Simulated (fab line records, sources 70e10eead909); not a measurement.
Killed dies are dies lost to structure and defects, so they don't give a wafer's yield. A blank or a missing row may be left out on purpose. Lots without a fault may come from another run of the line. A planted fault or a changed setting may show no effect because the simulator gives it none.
fab line records | flow nand_harc
record lots=13 wafers=39 last_day=24
route steps=1159 shown A_STAIRCASE@648 A_BONDPAD@1089 THIN_TSV@1102 END@1159
lots that met no fault: from a run of the same line without faults
start_h: hours from the record's first day to the start of the lot's first wafer shown | wait_h: hours since the lot's step before | " the same as in the row above | L1.1+2: a row that stands for several wafers | - no value, or no start given | * or withheld: withheld | < > ~ a bound
route shown NAME@n: a module of which the file shows steps, and the number in the route of the first | usual: mean/standard deviation of fault-free wafers | same: alike in all rows | chamber/n: place in a boat | sites: the reading at each site | _std_site: their standard deviation | _edge_site: outer sites' mean less inner sites' | radius_mm: how far each site lies from the wafer's centre | mask NAME#n: copy n | behind: the tool/chamber that last shaped the wafer | hold: why the lot was held/for how many hours/how that ended | device: the transistor (n, p or np) that didn't switch | end of line: the same wafers' tests at the end of the route | a step without rows: its recipe alone | killed: dies lost to structure and defects at the first sort, not the wafer's yield | map: a wafer's dies, x killed, . not, _ none there
set.NAME: the setting as run; set.NAME@STEP: as run at that earlier step | model.NAME: the simulator's own value behind a step, which no gauge read
steps of the route over a sample of lots; a table a step, a row a wafer
services: from which hour (start_h, from the record's first day; less than 0 if before it) a tool's chamber was out of use, for how many hours, and why
## steps
# step NHARC_A_STAIRCASE_STRIP_254
# recipe power_w=1500 temp_c=250 chemistry=O2
# usual drypump_motor_current_A=5.6/0.34 heater_power_w=351/8.9
# columns lot.wafer tool chamber start_h wait_h drypump_motor_current_A heater_power_w rf_hours_counter_h
L656.1 plasma_asher-01 1 254.34 - 5.7 365 49
L656.4 " 0 " " 5.2 346 -
L656.5 " 0 " " 5.2 344 -
L657.2 plasma_asher-02 0 254.82 - 5.5 347 20
L657.4 " 0 " " 5.4 351 -
L657.3 " 1 " " 6.1 356 -
L658.2 plasma_asher-02 0 259.60 - 5.4 350 23
L658.1 " 1 " " 6.1 356 23
L658.6 " 1 " " 6.1 360 -
L659.1 plasma_asher-02 0 260.59 - 5.5 339 23
L659.4 " 1 " " 6.1 352 -
L659.5 " 0 " " 5.4 338 -
L660.3 plasma_asher-01 1 272.38 - 5.7 379 -
L660.5 " 1 " " 5.7 375 -
L660.6 " 0 " " 5.2 349 -
L661.1 plasma_asher-02 1 283.88 - 6.1 356 31
L661.2 " 0 " " 5.5 339 31
L661.5 " 1 " " 6.1 350 -
L669.1 plasma_asher-02 1 321.38 - 6.1 360 44
L669.4 " 0 " " 5.4 349 -
L669.6 " 0 " " 5.5 346 -
L670.1 plasma_asher-02 1 333.16 - 6.1 359 48
L670.2 " 0 " " 5.5 349 48
L670.4 " 0 " " 5.5 348 -
L674.3 plasma_asher-01 1 355.41 - 5.7 357 -
L674.5 " 1 " " 5.7 349 -
L674.6 " 0 " " 5.2 354 -
L675.2 plasma_asher-01 1 364.76 - 5.7 355 29
L675.4 " 1 " " 5.7 354 -
L675.3 " 0 " " 5.2 356 -
L676.1 plasma_asher-01 1 365.79 - 5.7 345 30
L676.3 " 1 " " 5.7 360 -
L676.5 " 0 " " 5.2 347 -
L679.2 plasma_asher-01 1 383.39 - 5.7 349 36
L679.4 " 1 " " 5.7 359 -
L679.5 " 0 " " 5.2 358 -
L677.2 plasma_asher-01 1 383.95 - 5.7 358 36
L677.3 " 1 " " 5.7 344 -
L677.5 " 1 " " 5.7 360 -
# step NHARC_A_BONDPAD_THK_MEAS_20
# recipe thk_meas_gauge=xrf
# usual thk_nm=169.2/1.7
# columns lot.wafer tool chamber start_h wait_h thk_nm
L657.2 film_metro-02 - 412.46 - 167.4
L657.3 " - " " 167.8
L657.4 " - " " 167.4
L656.1 film_metro-01 - 414.58 - 171.3
L656.4 " - " " 169.8
L656.5 " - " " 170.1
L659.1 film_metro-01 - 419.75 - 168.2
L659.4 " - " " 166.8
L659.5 " - " " 166.9
L658.1 film_metro-01 - 420.16 - 168.6
L658.2 " - " " 168.3
L658.6 " - " " 168.3
L660.3 film_metro-01 - 434.33 - 166.2
L660.5 " - " " 166.3
L660.6 " - " " 166.7
L661.1 film_metro-01 - 455.26 - 167.7
L661.2 " - " " 168.6
L661.5 " - " " 169.3
L669.1 film_metro-02 - 480.48 - 171.0
L669.4 " - " " 170.3
L669.6 " - " " 171.0
L670.1 film_metro-02 - 483.97 - 170.3
L670.2 " - " " 170.6
L670.4 " - " " 166.7
L674.3 film_metro-02 - 509.11 - 169.4
L674.5 " - " " 170.8
L674.6 " - " " 170.4
L675.2 film_metro-02 - 521.53 - 170.8
L675.3 " - " " 169.2
L675.4 " - " " 171.0
L676.1 film_metro-01 - 522.81 - 172.8
L676.3 " - " " 169.9
L676.5 " - " " 169.9
L679.2 film_metro-02 - 529.37 - 170.2
L679.4 " - " " 170.2
L679.5 " - " " 169.1
L677.2 film_metro-01 - 532.84 - 168.8
L677.3 " - " " 171.2
L677.5 " - " " 172.4
# step NHARC_THIN_TSV_CMP_01
# recipe target_thk_um=3
# usual motor_current_A=11.6/1
# columns lot.wafer tool chamber start_h wait_h motor_current_A
L657.2 cmp-03 3 431.24 0.9 12.1
L657.3 " 0 " " 13.8
L657.4 " 1 " " 11.2
L658.2 cmp-04 1 432.46 0.9 10.7
L658.1 " 2 " " 11.7
L658.6 " 3 " " 9.9
L656.4 cmp-02 1 433.63 0.4 12.9
L656.1 " 3 " " 11.5
L656.5 " 0 " " 12.3
L659.4 cmp-02 3 434.80 0.4 12.7
L659.1 " 2 " " 10.4
L659.5 " 3 " " 12.3
L660.3 cmp-04 2 446.43 0.7 11.2
L660.6 " 1 " " 9.9
L660.5 " 2 " " 11.5
L661.2 cmp-02 1 468.69 0.8 12.9
L661.1 " 3 " " 12.1
L661.5 " 2 " " 9.8
L669.1 cmp-02 3 491.65 1.0 11.7
L669.4 " 0 " " 11.5
L669.6 " 2 " " 9.8
L670.1 cmp-02 2 496.58 1.0 10.0
L670.4 " 0 " " 12.6
L670.2 " 1 " " 12.8
L674.3 cmp-04 0 525.07 0.6 11.6
L674.6 " 3 " " 10.6
L674.5 " 0 " " 12.6
L675.2 cmp-03 3 533.64 0.8 11.9
L675.4 " 0 " " 13.3
L675.3 " 2 " " 11.3
L676.1 cmp-02 1 534.83 1.0 13.1
L676.3 " 2 " " 10.3
L676.5 " 2 " " 10.2
L679.4 cmp-04 1 540.15 0.5 10.0
L679.2 " 3 " " 10.3
L679.5 " 1 " " 10.4
L677.3 cmp-04 3 544.28 0.6 10.2
L677.2 " 2 " " 11.2
L677.5 " 0 " " 12.2
# step NHARC_END_SORT_01
# recipe temp_c=25
# usual killed_at_array=27/9.9 killed_at_other=0.5/0.76 killed_at_periphery=3.4/2.2 killed_dies=31/10 killed_open=3.3/2 killed_short=2.0/1.5
# same gross_dies=677
# columns lot.wafer tool chamber start_h wait_h killed_at_array killed_at_other killed_at_periphery killed_dies killed_open killed_short
L670.1 prober-02 0 517.54 2.5 30 0 1 31 1 1
L670.2 prober-02 0 518.34 2.8 117 1 1 119 2 3
L670.4 prober-02 0 519.94 3.4 126 0 2 128 1 3
# killed by level:class
L670.1 A_CHANNEL_HOLE_D1:chamber_film_flake=21 A_STAIRCASE:chamber_film_flake=3 A_CONTACT:chamber_film_flake=3 A_SGD_CUT:geometric_particle:short=1 A_SGD_CUT:geometric_particle:open=1 P_GATE:chamber_film_flake=1 A_WL_FILL:chamber_film_flake=1
L670.2 A_STAIRCASE:unspecified=83 A_CHANNEL_HOLE_D1:chamber_film_flake=24 A_CONTACT:chamber_film_flake=3 A_CONTACT:geometric_particle:open=2 A_SGD_CUT:geometric_particle:short=1 A_CONTACT:geometric_particle:short=1 P_BONDPAD:chamber_film_flake=1 STARTING-WAFER:geometric_particle:short=1
L670.4 A_STAIRCASE:unspecified=95 A_CHANNEL_HOLE_D1:chamber_film_flake=22 A_WL_FILL:geometric_particle:short=2 A_CONTACT:chamber_film_flake=2 A_CONTACT:geometric_particle:short=1 A_M1:geometric_particle:open=1 P_ZERO_WELL:chamber_film_flake=1 P_GATE:chamber_film_flake=1
## services
# columns tool chamber start_h hours kind
cmp-03 - 254.00 4.0 pm
plasma_asher-02 - 261.31 3.6 repair
plasma_asher-01 - 276.00 9.0 pm
cmp-04 - 301.07 4.0 pm
cmp-02 - 324.59 4.0 pm
cmp-03 - 326.27 0.4 repair
cmp-02 - 337.76 0.3 repair
cmp-04 - 338.99 5.2 repair
cmp-03 - 352.00 4.0 pm
plasma_asher-02 - 360.11 9.0 pm
cmp-03 - 387.93 0.4 repair
cmp-04 - 399.07 4.0 pm
cmp-02 - 405.59 0.5 repair
cmp-02 - 422.62 4.0 pm
cmp-03 - 450.00 4.0 pm
plasma_asher-01 - 453.00 9.0 pm
cmp-02 - 456.55 1.2 repair
plasma_asher-02 - 462.53 0.7 repair
cmp-04 - 497.07 4.0 pm
cmp-03 - 498.59 0.5 repair
plasma_asher-02 - 511.88 3.3 repair
cmp-02 - 520.78 4.0 pm
plasma_asher-02 - 537.14 9.0 pm
cmp-02 - 539.96 1.7 repair
## key
first_sign step=NHARC_END_SORT_01 reading=killed_at_array direction=up sigmas=9.6 usual=27 struck=122
effect step=NHARC_END_SORT_01 reading=killed_dies direction=up sigmas=9.3 usual=31 struck=124
more_kills_born_at NHARC_A_STAIRCASE_STRIP_254@plasma_asher-02=178
met_at NHARC_A_STAIRCASE_STRIP_254
struck_lots L670
struck_wafers L670.2,L670.4
tester_left_out L670
not_acting_at NHARC_A_BONDPAD_THK_MEAS_20,NHARC_THIN_TSV_CMP_01
onset_between 321.38 333.16
fault kind=chamber_particle_source tool=plasma_asher-02 chamber=0 onset_h=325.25 steps=NHARC_A_STAIRCASE_STRIP_254 rate_per_visit_cm2=1.795 end_h=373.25
# tester_left_out: of these lots the tester's yield and bins aren't shown, on N5 and GAA mostly nor the transistor test; their killed dies are dies lost to structure and defects alone, not to doping, threshold or leakage, so they don't give the yield
